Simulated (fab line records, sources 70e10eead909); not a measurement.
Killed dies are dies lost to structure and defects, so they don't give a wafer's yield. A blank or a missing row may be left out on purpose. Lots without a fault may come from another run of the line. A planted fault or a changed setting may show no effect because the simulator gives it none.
fab line records | flow nand_harc | part 1 of 2: steps 1 to 4 of 6
record lots=23 wafers=69 last_day=25
route steps=1159 shown P_ZERO_WELL@46 P_GATE@150 P_CONTACT@234 P_M0@268
lots that met no fault: from a run of the same line without faults
start_h: hours from the record's first day to the start of the lot's first wafer shown | wait_h: hours since the lot's step before | " the same as in the row above | L1.1+2: a row that stands for several wafers | - no value, or no start given | * or withheld: withheld | < > ~ a bound
route shown NAME@n: a module of which the file shows steps, and the number in the route of the first | usual: mean/standard deviation of fault-free wafers | same: alike in all rows | chamber/n: place in a boat | sites: the reading at each site | _std_site: their standard deviation | _edge_site: outer sites' mean less inner sites' | radius_mm: how far each site lies from the wafer's centre | mask NAME#n: copy n | behind: the tool/chamber that last shaped the wafer | hold: why the lot was held/for how many hours/how that ended | device: the transistor (n, p or np) that didn't switch | end of line: the same wafers' tests at the end of the route | a step without rows: its recipe alone | killed: dies lost to structure and defects at the first sort, not the wafer's yield | map: a wafer's dies, x killed, . not, _ none there
set.NAME: the setting as run; set.NAME@STEP: as run at that earlier step | model.NAME: the simulator's own value behind a step, which no gauge read
steps of the route over a sample of lots; a table a step, a row a wafer
services: from which hour (start_h, from the record's first day; less than 0 if before it) a tool's chamber was out of use, for how many hours, and why
## steps
# step NHARC_P_ZERO_WELL_DESCUM_39
# recipe time_s=3 o2_flow_sccm=200 ar_flow_sccm=0 bias_power_w=0 chemistry=O2
# usual drypump_motor_current_A=5.7/0.37 oes_product_au=1.004/0.013 rf_vpp_V=57.8/0.86 showerhead_plenum_p_Torr=1.91/0.065 throttle_valve_pct=11.312/0.0086
# columns lot.wafer tool chamber start_h wait_h drypump_motor_current_A oes_product_au rf_hours_counter_h rf_vpp_V showerhead_plenum_p_Torr throttle_valve_pct
L074.2 rie_diel-01 1 16.33 - 5.3 0.999 3 58.7 1.95 11.312
L074.4 " 0 " " 5.7 0.997 3 56.8 1.89 11.323
L074.5 " 2 " " 6.0 0.997 - 58.7 1.80 11.311
L075.4 rie_diel-02 1 22.30 - 6.0 0.983 3 56.8 1.93 11.306
L075.2 " 2 " " 4.9 1.008 4 56.8 2.01 11.313
L075.5 " 0 " " 6.3 0.999 - 57.0 1.93 11.317
L076.1 rie_diel-02 1 28.28 - 6.0 1.002 3 58.6 1.93 11.297
L076.2 " 2 " " 4.8 1.020 4 58.3 2.01 11.313
L076.5 " 1 " " 6.0 1.005 - 57.6 1.93 11.319
L077.4 rie_diel-05 2 34.26 - 5.7 1.006 3 57.1 1.80 11.306
L077.1 " 0 " " 5.7 1.019 2 58.8 1.90 11.321
L077.6 " 2 " " 5.7 1.008 - 57.3 1.80 11.320
L078.1 rie_diel-02 1 40.44 - 6.0 0.993 5 57.7 1.93 11.311
L078.3 " 3 " " 5.6 1.026 5 56.8 1.94 11.321
L078.5 " 1 " " 6.0 0.990 - 58.3 1.93 11.309
L079.4 rie_diel-05 0 46.45 - 5.7 1.002 3 57.3 1.90 11.311
L079.5 " 2 " " 5.7 1.006 - 57.2 1.80 11.314
L079.6 " 3 " " 6.2 0.990 - 58.8 2.00 11.326
L080.3 rie_diel-05 3 52.34 - 6.2 0.993 3 57.1 2.00 11.305
L080.4 " 0 " " 5.8 1.013 3 57.3 1.90 11.329
L080.5 " 3 " " 6.2 0.998 - 58.3 2.00 11.318
L081.3 rie_diel-01 2 58.33 - 6.0 0.986 5 58.0 1.80 11.309
L081.2 " 3 " " 5.7 0.994 5 56.9 1.92 11.318
L081.5 " 2 " " 6.0 0.986 - 56.9 1.80 11.310
L082.3 rie_diel-05 1 64.27 - 5.2 1.028 4 57.8 1.92 11.312
L082.2 " 2 " " 5.7 1.007 4 56.5 1.80 11.299
L082.5 " 1 " " 5.2 1.028 - 57.8 1.92 11.303
L083.3 rie_diel-01 0 70.28 - 5.7 0.996 6 57.4 1.89 11.307
L083.1 " 1 " " 5.3 1.002 6 58.8 1.95 11.314
L083.2 " 3 " " 5.7 0.995 6 58.1 1.92 11.312
L084.3 rie_diel-01 1 76.19 - 5.3 1.008 6 57.5 1.95 11.305
L084.1 " 3 " " 5.7 0.991 6 59.6 1.92 11.317
L084.2 " 0 " " 5.7 1.005 6 57.6 1.89 11.299
L086.3 rie_diel-01 3 88.31 - 5.7 0.989 7 58.1 1.92 11.311
L086.1 " 0 " " 5.7 1.000 7 58.7 1.89 11.306
L086.6 " 2 " " 6.0 0.994 - 58.7 1.80 11.314
L087.4 rie_diel-05 3 94.50 - 6.2 0.990 7 58.3 2.00 11.312
L087.3 " 2 " " 5.7 1.012 8 57.8 1.80 11.309
L087.5 " 0 " " 5.7 1.026 - 57.5 1.90 11.333
L088.1 rie_diel-05 1 100.43 - 5.2 1.014 9 58.2 1.92 11.309
L088.4 " 3 " " 6.2 1.002 8 58.1 2.00 11.309
L088.2 " 0 " " 5.7 1.018 8 56.9 1.90 11.312
L089.1 rie_diel-02 0 106.43 - 6.2 1.000 6 58.3 1.93 11.307
L089.2 " 1 " " 6.0 1.004 8 57.8 1.93 11.311
L089.5 " 3 " " 5.6 1.025 - 57.9 1.94 11.299
L090.3 rie_diel-01 2 112.47 - 6.0 0.995 9 56.6 1.80 11.315
L090.2 " 0 " " 5.7 0.992 9 56.5 1.89 11.310
L090.4 " 0 " " 5.7 1.001 - 58.3 1.89 11.301
L091.2 rie_diel-05 3 118.70 - 6.2 0.988 8 57.8 2.00 11.306
L091.1 " 0 " " 5.7 1.012 9 60.0 1.90 11.315
L091.6 " 3 " " 6.2 1.005 - 57.4 2.00 11.304
L092.3 rie_diel-01 2 124.27 - 6.0 0.994 10 57.4 1.80 11.320
L092.1 " 3 " " 5.7 0.999 10 56.7 1.92 11.303
L092.5 " 3 " " 5.7 0.995 - 57.7 1.92 11.318
L093.3 rie_diel-01 3 130.11 - 5.6 0.979 10 57.3 1.92 11.294
L093.5 " 0 " " 5.7 0.996 - 57.9 1.89 11.318
L093.6 " 1 " " 5.3 1.001 - 59.3 1.95 11.297
L094.2 rie_diel-02 1 136.38 - 6.0 0.991 12 55.8 1.93 11.320
L094.4 " 2 " " 4.9 0.993 12 59.9 2.01 11.324
L094.3 " 0 " " 6.2 0.981 10 57.6 1.93 11.319
L095.4 rie_diel-02 1 142.37 - 6.0 1.001 12 57.2 1.93 11.313
L095.2 " 3 " " 5.6 1.026 12 58.7 1.93 11.309
L095.5 " 0 " " 6.2 1.011 - 58.6 1.93 11.316
L096.1 rie_diel-01 3 148.31 - 5.7 0.988 0 60.2 1.92 11.298
L096.3 " 1 " " 5.3 1.028 0 58.7 1.95 11.305
L096.4 " 2 " " 6.0 1.013 0 56.3 1.80 11.313
L097.4 rie_diel-05 1 154.78 - 5.2 1.028 12 57.9 1.91 11.293
L097.3 " 3 " " 6.2 0.997 11 58.7 2.00 11.301
L097.6 " 1 " " 5.2 1.024 - 59.0 1.91 11.308
# step NHARC_P_GATE_STRIP_108
# recipe o2_flow_sccm=500 ar_flow_sccm=0 bias_w=0 chemistry=O2
# usual drypump_motor_current_A=5.5/0.31 oes_product_au=1.002/0.018 rf_vpp_V=57.7/0.89 showerhead_plenum_p_Torr=3.50/0.14 throttle_valve_pct=17.036/0.0091
# columns lot.wafer tool chamber start_h wait_h drypump_motor_current_A oes_product_au rf_hours_counter_h rf_vpp_V showerhead_plenum_p_Torr throttle_valve_pct
L074.4 rie_diel-12 3 89.18 - 6.0 0.997 10 59.4 3.62 17.024
L074.2 " 1 " " 5.5 0.989 9 56.3 3.39 17.037
L074.5 " 3 " " 6.0 0.990 - 56.9 3.62 17.026
L075.2 rie_diel-12 2 89.38 - 5.8 1.021 10 58.3 3.46 17.047
L075.4 " 0 " " 5.3 1.005 10 57.4 3.66 17.033
L075.5 " 2 " " 5.7 1.011 - 57.7 3.46 17.032
L076.2 rie_diel-12 2 101.69 - 5.8 1.000 14 57.5 3.46 17.050
L076.1 " 0 " " 5.3 0.990 13 56.5 3.66 17.031
L076.5 " 2 " " 5.7 0.998 - 57.9 3.46 17.042
L077.4 rie_diel-12 1 102.24 - 5.5 0.994 13 58.9 3.38 17.041
L077.1 " 2 " " 5.7 1.005 14 57.7 3.46 17.044
L077.6 " 0 " " 5.3 0.996 - 58.1 3.66 17.051
L078.1 rie_diel-12 2 113.31 - 5.7 0.995 16 57.8 3.46 17.031
L078.3 " 0 " " 5.3 1.003 15 58.9 3.66 17.026
L078.5 " 0 " " 5.3 0.994 - 59.2 3.66 17.036
L079.4 rie_diel-10 1 123.92 - 6.3 1.000 39 57.3 3.30 17.029
L079.6 " 0 " " 6.3 1.001 - 59.2 3.75 17.031
L079.5 " 1 " " 6.3 0.990 - 57.8 3.30 17.042
L080.4 rie_diel-12 2 129.50 - 5.7 1.009 18 58.6 3.46 17.033
L080.3 " 3 " " 5.9 0.993 16 56.2 3.61 17.026
L080.5 " 2 " " 5.7 0.996 - 58.3 3.46 17.024
L083.1 rie_diel-12 0 134.39 - 5.3 0.996 18 57.8 3.66 17.038
L083.2 " 1 " " 5.5 0.970 19 56.7 3.38 17.038
L083.3 " 3 " " 6.0 0.990 18 58.2 3.61 17.042
L082.2 rie_diel-13 1 135.20 - 5.5 0.985 9 56.1 3.47 17.033
L082.3 " 0 " " 5.3 1.043 9 54.7 3.30 17.029
L082.5 " 2 " " 5.4 1.031 - 57.6 3.72 17.037
L081.2 rie_diel-13 1 135.39 - 5.6 0.990 9 58.0 3.47 17.024
L081.3 " 3 " " 4.9 0.999 8 56.6 3.36 17.043
L081.5 " 0 " " 5.3 1.033 - 57.3 3.30 17.026
L084.2 rie_diel-13 3 154.47 - 5.0 1.005 17 56.9 3.36 17.038
L084.1 " 0 " " 5.3 1.043 19 56.7 3.29 17.028
L084.3 " 1 " " 5.6 0.985 20 58.5 3.46 17.036
L086.1 rie_diel-12 0 168.85 - 5.3 1.013 24 57.8 3.66 17.042
L086.3 " 1 " " 5.5 0.968 24 57.0 3.38 17.049
L086.6 " 1 " " 5.5 0.973 - 57.6 3.38 17.044
L088.2 rie_diel-13 2 169.06 - 5.4 1.030 24 57.1 3.71 17.046
L088.1 " 3 " " 5.0 1.001 23 59.4 3.36 17.049
L088.4 " 0 " " 5.3 1.043 24 55.8 3.29 17.032
L087.3 rie_diel-13 1 169.37 - 5.6 0.976 25 57.8 3.46 17.030
L087.4 " 3 " " 4.9 1.004 23 56.8 3.36 17.022
L087.5 " 2 " " 5.4 1.033 - 57.3 3.71 17.033
L089.2 rie_diel-12 0 184.82 - 5.3 1.000 27 57.9 3.65 17.024
L089.1 " 1 " " 5.5 0.967 28 58.0 3.38 17.034
L089.5 " 0 " " 5.3 1.000 - 59.2 3.65 17.017
L090.4 rie_diel-12 0 185.20 - 5.3 1.013 27 59.4 3.65 17.036
L090.2 " 1 " " 5.5 0.977 28 57.8 3.38 17.051
L090.3 " 2 " " 5.7 1.008 29 57.3 3.45 17.034
L091.1 rie_diel-12 0 191.88 - 5.3 1.013 28 59.8 3.65 17.040
L091.2 " 1 " " 5.5 0.981 29 57.7 3.38 17.041
L091.6 " 0 " " 5.3 1.013 - 58.1 3.65 17.050
L092.1 rie_diel-13 1 192.55 - 5.6 0.982 36 57.8 3.46 17.038
L092.3 " 2 " " 5.4 1.031 33 56.6 3.70 17.035
L092.5 " 0 " " 5.2 1.036 - 56.6 3.29 17.042
L093.3 rie_diel-13 1 199.36 - 5.6 0.989 40 56.8 3.45 17.025
L093.5 " 3 " " 5.0 1.015 - 58.5 3.35 17.030
L093.6 " 0 " " 5.3 1.037 - 58.3 3.28 17.034
L094.2 rie_diel-12 2 212.92 - 5.7 1.011 0 57.1 3.45 17.030
L094.3 " 0 " " 5.3 1.011 0 57.9 3.65 17.035
L094.4 " 0 " " 5.3 1.005 - 57.5 3.65 17.031
L095.2 rie_diel-10 1 217.91 - 6.3 1.005 17 56.6 3.28 17.035
L095.4 " 1 " " 6.3 1.013 - 57.9 3.28 17.030
L095.5 " 3 " " 6.0 0.998 - 59.0 3.63 17.033
L096.1 rie_diel-12 2 220.64 - 5.7 1.013 3 57.7 3.45 17.037
L096.3 " 1 " " 5.5 0.972 3 56.4 3.37 17.046
L096.4 " 1 " " 5.5 0.978 - 57.0 3.37 17.037
L097.3 rie_diel-13 3 239.28 - 5.0 1.003 49 58.1 3.34 17.040
L097.4 " 1 " " 5.6 0.981 57 57.5 3.44 17.029
L097.6 " 2 " " 5.5 1.013 - 58.4 3.69 17.047
# step NHARC_P_GATE_DESCUM_61
# recipe time_s=3 o2_flow_sccm=200 ar_flow_sccm=0 bias_power_w=0 chemistry=O2
# usual drypump_motor_current_A=5.7/0.31 oes_product_au=0.997/0.014 rf_vpp_V=57.7/0.88 showerhead_plenum_p_Torr=1.90/0.076 throttle_valve_pct=11.311/0.0085
# columns lot.wafer tool chamber start_h wait_h drypump_motor_current_A oes_product_au rf_hours_counter_h rf_vpp_V showerhead_plenum_p_Torr throttle_valve_pct
L074.2 rie_diel-12 3 102.48 - 6.0 0.991 14 58.4 1.96 11.307
L074.4 " 1 " " 5.5 0.984 13 58.0 1.83 11.311
L074.5 " 2 " " 5.7 0.996 - 57.7 1.87 11.313
L075.4 rie_diel-12 1 102.96 - 5.5 0.998 14 57.7 1.83 11.312
L075.2 " 3 " " 6.0 0.998 14 57.8 1.96 11.297
L075.5 " 1 " " 5.5 0.983 - 57.1 1.83 11.331
L077.1 rie_diel-12 1 115.61 - 5.5 0.988 16 57.2 1.83 11.307
L077.6 " 0 " " 5.3 1.004 - 58.3 1.99 11.305
L077.4 " 1 " " 5.5 0.983 - 57.5 1.83 11.299
L076.2 rie_diel-10 2 116.89 - 5.6 1.013 41 60.4 1.87 11.305
L076.1 " 3 " " 6.0 1.000 40 57.8 1.99 11.311
L076.5 " 1 " " 6.3 1.003 - 57.3 1.78 11.298
L078.1 rie_diel-13 0 126.47 - 5.2 1.042 7 57.0 1.78 11.308
L078.3 " 1 " " 5.6 0.984 7 58.2 1.88 11.316
L078.5 " 0 " " 5.3 1.036 - 55.5 1.78 11.316
L079.4 rie_diel-12 3 137.06 - 5.9 0.985 19 58.5 1.96 11.313
L079.5 " 2 " " 5.7 0.992 - 57.1 1.87 11.293
L079.6 " 3 " " 6.0 0.992 - 57.5 1.96 11.315
L080.3 rie_diel-12 1 142.71 - 5.5 0.985 22 57.9 1.83 11.309
L080.4 " 0 " " 5.3 1.002 21 57.6 1.99 11.302
L080.5 " 1 " " 5.5 0.985 - 57.1 1.83 11.319
L083.3 rie_diel-10 1 147.71 - 6.3 1.010 44 57.2 1.78 11.327
L083.2 " 2 " " 5.6 1.009 52 57.9 1.87 11.314
L083.1 " 0 " " 6.3 0.990 51 58.4 2.04 11.311
L082.3 rie_diel-12 3 148.21 - 6.0 0.988 21 56.6 1.96 11.329
L082.2 " 2 " " 5.7 0.987 23 59.0 1.87 11.328
L082.5 " 3 " " 6.0 0.992 - 59.2 1.96 11.301
L081.3 rie_diel-10 2 149.10 - 5.6 1.004 52 58.5 1.87 11.310
L081.2 " 3 " " 6.0 1.008 54 58.0 1.98 11.307
L081.5 " 2 " " 5.6 1.006 - 57.5 1.87 11.292
L084.2 rie_diel-12 1 167.46 - 5.5 0.971 24 57.3 1.83 11.307
L084.3 " 2 " " 5.7 0.996 25 57.2 1.87 11.313
L084.1 " 0 " " 5.3 1.005 24 58.0 1.99 11.327
L086.3 rie_diel-12 2 182.10 - 5.7 0.997 29 57.4 1.87 11.311
L086.1 " 1 " " 5.5 0.975 28 57.0 1.83 11.318
L086.6 " 2 " " 5.7 0.997 - 56.8 1.87 11.320
L088.1 rie_diel-12 1 182.25 - 5.5 0.970 28 57.1 1.83 11.321
L088.4 " 2 " " 5.7 1.011 29 57.7 1.87 11.314
L088.2 " 0 " " 5.3 1.003 27 58.6 1.99 11.317
L087.3 rie_diel-12 1 182.80 - 5.5 0.981 28 56.5 1.83 11.307
L087.4 " 2 " " 5.7 1.006 29 57.7 1.87 11.310
L087.5 " 0 " " 5.3 1.012 - 57.4 1.99 11.321
L089.2 rie_diel-12 1 197.83 - 5.5 0.979 30 58.3 1.82 11.317
L089.1 " 3 " " 6.0 1.001 27 57.7 1.96 11.323
L089.5 " 1 " " 5.5 0.971 - 57.2 1.82 11.299
L090.3 rie_diel-12 3 198.25 - 6.0 0.990 27 58.0 1.96 11.311
L090.4 " 0 " " 5.3 1.014 29 58.3 1.99 11.323
L090.2 " 1 " " 5.5 0.982 30 57.5 1.82 11.300
L091.1 rie_diel-10 2 205.11 - 5.6 0.981 10 58.6 1.86 11.302
L091.2 " 3 " " 6.0 1.000 10 58.3 1.98 11.312
L091.6 " 2 " " 5.6 0.987 - 55.6 1.86 11.317
L092.1 rie_diel-10 2 205.96 - 5.5 0.984 11 57.8 1.86 11.315
L092.3 " 1 " " 6.3 0.993 11 56.5 1.77 11.325
L092.5 " 1 " " 6.3 0.999 - 58.0 1.77 11.318
L093.3 rie_diel-12 2 213.17 - 5.7 1.005 0 57.4 1.87 11.316
L093.6 " 2 " " 5.7 0.991 - 58.0 1.87 11.311
L093.5 " 1 " " 5.5 0.973 - 57.2 1.82 11.317
L094.3 rie_diel-12 0 226.08 - 5.3 1.001 3 59.0 1.98 11.307
L094.2 " 2 " " 5.8 1.008 3 59.4 1.87 11.308
L094.4 " 3 " " 5.9 0.999 0 58.9 1.96 11.315
L095.4 rie_diel-13 0 231.01 - 5.3 1.049 53 56.8 1.77 11.315
L095.2 " 2 " " 5.4 1.012 52 58.0 2.01 11.307
L095.5 " 0 " " 5.3 1.042 - 59.0 1.77 11.306
L096.3 rie_diel-12 0 233.58 - 5.3 0.999 4 57.5 1.98 11.314
L096.1 " 1 " " 5.5 0.973 4 56.6 1.82 11.316
L096.4 " 2 " " 5.7 0.999 4 57.4 1.87 11.309
L097.3 rie_diel-12 0 252.08 - 5.3 0.992 8 57.8 1.98 11.312
L097.4 " 3 " " 6.0 0.998 4 58.0 1.96 11.323
L097.6 " 0 " " 5.3 0.993 - 58.3 1.98 11.302
# step NHARC_P_CONTACT_INSPECT_14
# usual raw_defect_count=3.6/2
# columns lot.wafer tool chamber start_h wait_h raw_defect_count
L074.2 defect_inspect-02 - 109.00 0.0 3
L074.4 " - " " 2
L074.5 " - " " 4
L075.2 defect_inspect-01 - 110.23 0.0 4
L075.4 " - " " 2
L075.5 " - " " 5
L077.1 defect_inspect-02 - 122.27 0.0 1
L077.4 " - " " 3
L077.6 " - " " 0
L076.1 defect_inspect-01 - 124.40 0.0 6
L076.2 " - " " 5
L076.5 " - " " 3
L078.1 defect_inspect-01 - 132.85 0.1 3
L078.3 " - " " 4
L078.5 " - " " 3
L079.4 defect_inspect-02 - 143.63 0.0 3
L079.5 " - " " 4
L079.6 " - " " 2
L080.3 defect_inspect-02 - 149.12 0.0 3
L080.4 " - " " 2
L080.5 " - " " 2
L083.1 defect_inspect-02 - 154.22 0.0 0
L083.2 " - " " 3
L083.3 " - " " 5
L082.2 defect_inspect-01 - 154.75 0.0 4
L082.3 " - " " 1
L082.5 " - " " 0
L081.2 defect_inspect-02 - 155.49 0.0 9
L081.3 " - " " 5
L081.5 " - " " 6
L084.1 defect_inspect-01 - 174.12 0.0 4
L084.2 " - " " 8
L084.3 " - " " 1
L086.1 defect_inspect-01 - 188.92 0.0 5
L086.3 " - " " 5
L086.6 " - " " 6
L088.1 defect_inspect-01 - 189.93 0.0 2
L088.2 " - " " 7
L088.4 " - " " 4
L087.3 defect_inspect-01 - 190.50 0.0 8
L087.4 " - " " 5
L087.5 " - " " 2
L089.1 defect_inspect-01 - 204.35 0.0 4
L089.2 " - " " 2
L089.5 " - " " 5
L090.2 defect_inspect-01 - 204.83 0.0 1
L090.3 " - " " 6
L090.4 " - " " 3
L091.1 defect_inspect-02 - 214.20 0.0 4
L091.2 " - " " 5
L091.6 " - " " 6
L092.1 defect_inspect-01 - 214.55 0.0 5
L092.3 " - " " 2
L092.5 " - " " 1
L093.3 defect_inspect-02 - 219.82 0.0 9
L093.5 " - " " 2
L093.6 " - " " 5
L094.2 defect_inspect-01 - 232.62 0.0 8
L094.3 " - " " 5
L094.4 " - " " 4
L095.2 defect_inspect-01 - 237.54 0.0 3
L095.4 " - " " 4
L095.5 " - " " 5
L096.1 defect_inspect-01 - 239.98 0.0 7
L096.3 " - " " 7
L096.4 " - " " 5
L097.3 defect_inspect-02 - 258.54 0.0 1
L097.4 " - " " 7
L097.6 " - " " 7
